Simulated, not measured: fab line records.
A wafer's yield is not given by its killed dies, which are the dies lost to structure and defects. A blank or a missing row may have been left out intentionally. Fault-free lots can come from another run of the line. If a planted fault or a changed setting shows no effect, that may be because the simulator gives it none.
Matching of chambers + flow nandHarc + NHARC_A_BLC_ALD_23 on aldMetal-01: 4 sister chambers
The step deposits TiN, target thk 3 nm, pulse time 1 s, ald cycles 150. 14 wafers are shown with their chamber, then 7 later ones without.

WAFERS PAIRED WITH THEIR CHAMBERS
| wafer  | chamber | heaterPowerW (W) | precursorPulseHeightRel |
|--------|---------|------------------|-------------------------|
| L346.3 | 2       | 1223             | 0.975                   |
| L346.4 | 0       | 1030             | 0.995                   |
| L346.6 | 3       | 1170             | 0.976                   |
| L347.1 | 2       | 1206             | 0.978                   |
| L347.5 | 2       | 1221             | 0.994                   |
| L347.6 | 3       | 1169             | 0.983                   |
| L351.1 | 1       | 918              | 1.022                   |
| L351.3 | 0       | 1008             | 0.972                   |
| L351.6 | 3       | 1193             | 1.013                   |
| L361.4 | 3       | 1098             | 0.982                   |
| L361.5 | 0       | 1016             | 1.016                   |
| L361.6 | 3       | 1096             | 0.994                   |
| L363.4 | 3       | 1120             | 0.997                   |
| L363.5 | 2       | 1158             | 1.000                   |

SIGNATURES (means of the wafers above)
| reading                 | chamber 0 | chamber 1 | chamber 2 | chamber 3 | scatter within a chamber |
|-------------------------|-----------|-----------|-----------|-----------|--------------------------|
| heaterPowerW            | 1018.00   | 918.00    | 1202.00   | 1141.00   | 34.1                     |
| precursorPulseHeightRel | 0.99433   | 1.02200   | 0.98675   | 0.99083   | 0.0152                   |
Rule: for a wafer and a chamber, the distance is found by dividing, reading by reading, the gap between the wafer's reading and the chamber's mean by the reading's scatter, squaring, summing and taking the root. The wafer belongs to the nearest chamber; if the next one is less than 2 further off, it can't be placed. The scatter: the root of (the sum of the squares of (reading less its chamber's mean) over the shown wafers, divided by (wafers less chambers)).

WAFERS WITH NO CHAMBER GIVEN
| wafer  | heaterPowerW (W) | precursorPulseHeightRel |
|--------|------------------|-------------------------|
| L363.6 | 915              | 0.994                   |
| L362.1 | 1109             | 0.977                   |
| L362.3 | 1013             | 0.995                   |
| L362.4 | 916              | 1.033                   |
| L368.1 | 1177             | 1.006                   |
| L368.2 | 1083             | 1.018                   |
| L368.4 | 1016             | 1.023                   |

THE CHAMBER EACH PASSED THROUGH
| wafer  | from the rows above          | in truth |
|--------|------------------------------|----------|
| L363.6 | can't be placed: 1 or 0      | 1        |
| L362.1 | can't be placed: 3 or 2 or 0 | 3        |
| L362.3 | 0                            | 0        |
| L362.4 | 1                            | 1        |
| L368.1 | can't be placed: 3 or 2      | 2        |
| L368.2 | can't be placed: 0 or 3 or 2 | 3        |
| L368.4 | can't be placed: 0 or 1      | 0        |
2 of 7 placed correctly. These rows do not allow placing 5 (true chamber among the candidates in 5). Wrongly placed: 0.
